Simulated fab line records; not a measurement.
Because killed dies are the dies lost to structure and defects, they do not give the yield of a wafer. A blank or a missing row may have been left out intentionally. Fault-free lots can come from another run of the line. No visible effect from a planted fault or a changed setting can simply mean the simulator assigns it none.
Struck lot and sound lot, side by side    flow nand_harc    17 steps out of a route of 1302
Sound: these wafers, L398.1, L398.5, L398.6. Struck: wafer L409.1 (left out: L409.2, L409.3 of the same lot, which were not struck); the cause appears at the end.
For every step that has rows: the tool of each side, followed by ch and its chambers, followed by its first start. Under that, the readings that differ: sound wafers    struck wafers    difference of the means    sigmas: that difference in standard deviations of wafers without a fault.
alike: a reading whose means differ by less than 2 such deviations, as well as words and numbers matching on both sides. not compared: withheld readings; readings where some wafer has no value; bounds like >300 that might hide an equal value; numbers whose values overlap and for which the record gives no deviation.
Wherever a step has rows on one side only, a row that says differs or no value, or a row with sigmas, the two part there. When numbers do not overlap yet have no deviation, they are printed without sigmas and do not part them. A reading missing from all wafers of one side parts the sides only when that side holds two or more wafers.

NHARC_A_M0_OVL_MEAS_10: pitch 160 nm.
  sound on overlay-02 at day 26 13:49; struck on overlay-01 at day 30 15:33
reading            sound           struck  difference  sigmas
overlay_x_nm (nm)  -1.1 -0.8 -1.0  0.7     +1.7        +2
  alike: overlay_y_nm
NHARC_A_M0_INSPECT_11:
  sound on defect_inspect-01 at day 26 13:51; struck on defect_inspect-01 at day 30 15:35
  alike: raw_defect_count
NHARC_A_M0_DESCUM_14: chemistry O2, time 3 s.
  sound on rie_diel-09 ch 0,1,3, day 26 13:56; struck on rie_diel-02 ch 2, day 30 15:39
  alike: drypump_motor_current_A, oes_product_au, rf_vpp_V, showerhead_plenum_p_Torr, throttle_valve_pct
  not compared: rf_hours_counter_h
then, 1 step without rows for these wafers: NHARC_A_M0_ETCH_34 (etches the open film in N2/H2, target depth 40 nm, overetch 12 nm, time 43.94 s).
NHARC_A_M0_ETCH_15: etches the open film in C4F8/Ar, target depth 150 nm, overetch 15 nm, time 82.5 s.
  sound on rie_diel-09 ch 0,3; struck on rie_diel-02 ch 1
  alike: oes_product_au, rf_fwd_power_W, rf_vpp_V
  not compared: rf_hours_counter_h
NHARC_A_M0_CD_MEAS_16:
  sound on cd_sem-01 at day 26 14:13; struck on cd_sem-02 at day 30 15:57
  alike: cd_nm
NHARC_A_M0_STRIP_18: strips in N2/H2.
  sound on rie_diel-02 ch 0,1,2, day 26 14:20; struck on rie_diel-02 ch 3, day 30 16:03
reading                      sound           struck  difference  sigmas
drypump_motor_current_A (A)  5.3 5.6 5.3     6.2     +0.8        +2
rf_vpp_V (V)                 89.4 90.7 89.5  92.1    +2.2        +2
  alike: oes_product_au, rf_fwd_power_W, showerhead_plenum_p_Torr, throttle_valve_pct
  not compared: rf_hours_counter_h
then, 1 step without rows for these wafers: NHARC_A_M0_STRIP_19 (strips in post etch residue remover, time 600 s).
NHARC_A_M0_DEGAS_28: time 60 s.
  sound on pvd_sputter-03 at day 26 14:53; struck on pvd_sputter-02 at day 30 16:34
  alike: heater_power_w
NHARC_A_M0_PRE_CLEAN_29: time 30 s.
  sound on pvd_sputter-03; struck on pvd_sputter-02
reading             sound        struck  difference  sigmas
heater_power_w (W)  372 375 364  456     +86         +2
then, 2 steps without rows for these wafers: NHARC_A_M0_PVD_20 (deposits TaN, target thk 5 nm, time 8.06 s); NHARC_A_M0_PVD_21 (deposits Cu, target thk 30 nm, time 20.49 s).
NHARC_A_M0_ECD_22: material Cu, target thk 400 nm.
  sound on ecd_cu-01 ch 0,1, day 26 15:17; struck on ecd_cu-02 ch 0,1, day 30 16:56
then, 1 step without rows for these wafers: NHARC_A_M0_ANNEAL_30 (time 90 s).
NHARC_A_M0_CMP_23: polishes, t overpolish 20 s, target thk 113.75 nm.
  sound on cmp-04 ch 0,1,2, day 26 16:00; struck on cmp-02 ch 1, day 30 17:41
reading                 sound           struck  difference  sigmas
time_to_endpoint_s (s)  29.2 27.0 28.6  8.6     -19.7       -10
  alike: motor_current_A
NHARC_A_M0_THK_MEAS_24: measures by xrf.
  sound on film_metro-01 at day 26 16:16; struck on film_metro-02 at day 30 17:58
  alike: thk_nm
NHARC_END_SORT_01:
  sound on prober-02 ch 0, day 28 05:15; struck on prober-01 ch 0, day 32 07:31
  alike: defect_limited_yield, killed_at_array, killed_at_other, killed_at_periphery, killed_dies, killed_open, killed_short, sort_bin_2_pct, sort_bin_3_pct, sort_bin_4_pct, sort_n_pass, sort_rim_yield_pct, sort_yield_pct

WHERE THEY PART
Earliest at NHARC_A_M0_OVL_MEAS_10; latest, in this record, at NHARC_A_M0_CMP_23. Later steps at which nothing parts them and some readings are alike: NHARC_A_M0_THK_MEAS_24, NHARC_END_SORT_01.

WHY: whatever the simulator had introduced
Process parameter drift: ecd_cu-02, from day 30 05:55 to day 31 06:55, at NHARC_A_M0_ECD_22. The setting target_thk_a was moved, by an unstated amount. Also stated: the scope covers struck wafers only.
